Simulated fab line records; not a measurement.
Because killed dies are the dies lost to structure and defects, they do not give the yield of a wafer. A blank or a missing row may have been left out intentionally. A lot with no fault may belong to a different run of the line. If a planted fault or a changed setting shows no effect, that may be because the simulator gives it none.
Lot-split experiment / flow n5 finfet / 7 lots, 21 wafers read, on a route of 1938 steps

SPLIT DETAILS
At N5_BEOL_M12_SPUTTER_43 (material TaN, target thk 15 nm, time 24.19 s), the setting power w was moved away from the recipe's 15000 W on 9 of the 21 wafers read, by -15.5% to +16.9%. For the rest of the wafers, this setting stayed at what the recipe calls for.

The split's own step is where the reading is taken.

THE READING
TaN_of_BEOL_M12_SPUTTER_43.thk nm (the simulator's own value, which no gauge read), in nm, at N5_BEOL_M12_SPUTTER_43 (material TaN, target thk 15 nm, time 24.19 s). No usual value for it is given in the file. Across the 12 wafers here that went through the recipe, the average is 15.0 nm and the standard deviation 0.25 nm.

wafer=L075.1; tool, chamber at the split=pvd sputter-03, -; power w as run, W=16110; against the recipe=+7.4%; TaN_of_BEOL_M12_SPUTTER_43.thk nm, nm=16; against lot-mates on the recipe=+1.0
wafer=L075.3; tool, chamber at the split=pvd sputter-03, -; power w as run, W=15000; against the recipe=recipe; TaN_of_BEOL_M12_SPUTTER_43.thk nm, nm=15; against lot-mates on the recipe=-
wafer=L075.5; tool, chamber at the split=pvd sputter-03, -; power w as run, W=16110; against the recipe=+7.4%; TaN_of_BEOL_M12_SPUTTER_43.thk nm, nm=16.4; against lot-mates on the recipe=+1.4
wafer=L082.1; tool, chamber at the split=pvd sputter-02, -; power w as run, W=15000; against the recipe=recipe; TaN_of_BEOL_M12_SPUTTER_43.thk nm, nm=15; against lot-mates on the recipe=-
wafer=L082.6; tool, chamber at the split=pvd sputter-02, -; power w as run, W=15000; against the recipe=recipe; TaN_of_BEOL_M12_SPUTTER_43.thk nm, nm=15; against lot-mates on the recipe=-
wafer=L082.2; tool, chamber at the split=pvd sputter-02, -; power w as run, W=15000; against the recipe=recipe; TaN_of_BEOL_M12_SPUTTER_43.thk nm, nm=14.8; against lot-mates on the recipe=-
wafer=L083.1; tool, chamber at the split=pvd sputter-02, -; power w as run, W=15000; against the recipe=recipe; TaN_of_BEOL_M12_SPUTTER_43.thk nm, nm=14.6; against lot-mates on the recipe=-
wafer=L083.3; tool, chamber at the split=pvd sputter-02, -; power w as run, W=15000; against the recipe=recipe; TaN_of_BEOL_M12_SPUTTER_43.thk nm, nm=15; against lot-mates on the recipe=-
wafer=L083.4; tool, chamber at the split=pvd sputter-02, -; power w as run, W=15000; against the recipe=recipe; TaN_of_BEOL_M12_SPUTTER_43.thk nm, nm=14.8; against lot-mates on the recipe=-
wafer=L087.1; tool, chamber at the split=pvd sputter-03, -; power w as run, W=15000; against the recipe=recipe; TaN_of_BEOL_M12_SPUTTER_43.thk nm, nm=15.6; against lot-mates on the recipe=-
wafer=L087.2; tool, chamber at the split=pvd sputter-03, -; power w as run, W=12670; against the recipe=-15.5%; TaN_of_BEOL_M12_SPUTTER_43.thk nm, nm=13; against lot-mates on the recipe=-2.6
wafer=L087.4; tool, chamber at the split=pvd sputter-03, -; power w as run, W=12670; against the recipe=-15.5%; TaN_of_BEOL_M12_SPUTTER_43.thk nm, nm=13.2; against lot-mates on the recipe=-2.4
wafer=L093.3; tool, chamber at the split=pvd sputter-02, -; power w as run, W=14270; against the recipe=-4.9%; TaN_of_BEOL_M12_SPUTTER_43.thk nm, nm=13.8; against lot-mates on the recipe=-1.0
wafer=L093.5; tool, chamber at the split=pvd sputter-02, -; power w as run, W=15000; against the recipe=recipe; TaN_of_BEOL_M12_SPUTTER_43.thk nm, nm=14.8; against lot-mates on the recipe=-
wafer=L093.6; tool, chamber at the split=pvd sputter-02, -; power w as run, W=14270; against the recipe=-4.9%; TaN_of_BEOL_M12_SPUTTER_43.thk nm, nm=14; against lot-mates on the recipe=-0.8
wafer=L095.2; tool, chamber at the split=pvd sputter-02, -; power w as run, W=16410; against the recipe=+9.4%; TaN_of_BEOL_M12_SPUTTER_43.thk nm, nm=16.6; against lot-mates on the recipe=+1.4
wafer=L095.4; tool, chamber at the split=pvd sputter-02, -; power w as run, W=16410; against the recipe=+9.4%; TaN_of_BEOL_M12_SPUTTER_43.thk nm, nm=16.2; against lot-mates on the recipe=+1.0
wafer=L095.6; tool, chamber at the split=pvd sputter-02, -; power w as run, W=15000; against the recipe=recipe; TaN_of_BEOL_M12_SPUTTER_43.thk nm, nm=15.2; against lot-mates on the recipe=-
wafer=L096.1; tool, chamber at the split=pvd sputter-02, -; power w as run, W=15000; against the recipe=recipe; TaN_of_BEOL_M12_SPUTTER_43.thk nm, nm=14.8; against lot-mates on the recipe=-
wafer=L096.3; tool, chamber at the split=pvd sputter-02, -; power w as run, W=15000; against the recipe=recipe; TaN_of_BEOL_M12_SPUTTER_43.thk nm, nm=14.8; against lot-mates on the recipe=-
wafer=L096.6; tool, chamber at the split=pvd sputter-02, -; power w as run, W=17530; against the recipe=+16.9%; TaN_of_BEOL_M12_SPUTTER_43.thk nm, nm=17.2; against lot-mates on the recipe=+2.4

FIT RESULTS
A straight line over all 21 wafers: TaN_of_BEOL_M12_SPUTTER_43.thk nm changes by +0.137 nm for each +1% of power w; r = +0.96; the points scatter about the line by 0.28 nm.
The same after taking each lot's own level away (the mean of its wafers on the recipe; 21 wafers): +0.152 nm for each +1%; r = +0.99; scatter 0.16 nm.
Per that fit: largest power w move, reading shift of 2.6 nm.
Across the lots, their own levels run from 14.80 to 15.60 nm, a range of 3.2 times the standard deviation given above.
The two slopes agree, so the slope changes little with the lot-to-lot level.
Check: for one of the wafers moved furthest among these (+16.9%), held out of the fit, the line's prediction against its lot-mates is +2.57 nm. It came out at +2.4 nm against them.

THE OTHER SPLITS THESE WAFERS WENT THROUGH
Other splits were also applied to these wafers ahead of the reading. Each is held against what the fit with the lots' levels taken away leaves over:
other split on the same wafers=N5_BEOL_M9_COAT_59 spin rpm; wafers away from the commonest value=11; r with TaN_of_BEOL_M12_SPUTTER_43.thk nm (lot level and that fit taken away)=-0.02
other split on the same wafers=N5_BEOL_M9_COAT_05 spin rpm; wafers away from the commonest value=5; r with TaN_of_BEOL_M12_SPUTTER_43.thk nm (lot level and that fit taken away)=+0.20
other split on the same wafers=N5_BEOL_M10_COAT_05 spin rpm; wafers away from the commonest value=10; r with TaN_of_BEOL_M12_SPUTTER_43.thk nm (lot level and that fit taken away)=+0.10
other split on the same wafers=N5_BEOL_M10_TRENCH_ETCH_37 time s; wafers away from the commonest value=2; r with TaN_of_BEOL_M12_SPUTTER_43.thk nm (lot level and that fit taken away)=+0.13
other split on the same wafers=N5_BEOL_M10_ALD_74 ald cycles; wafers away from the commonest value=7; r with TaN_of_BEOL_M12_SPUTTER_43.thk nm (lot level and that fit taken away)=+0.39

THE FILE'S OWN FIT
TaN_of_BEOL_M12_SPUTTER_43.thk nm changes by +0.15 nm for each +1% of power w, r = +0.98.
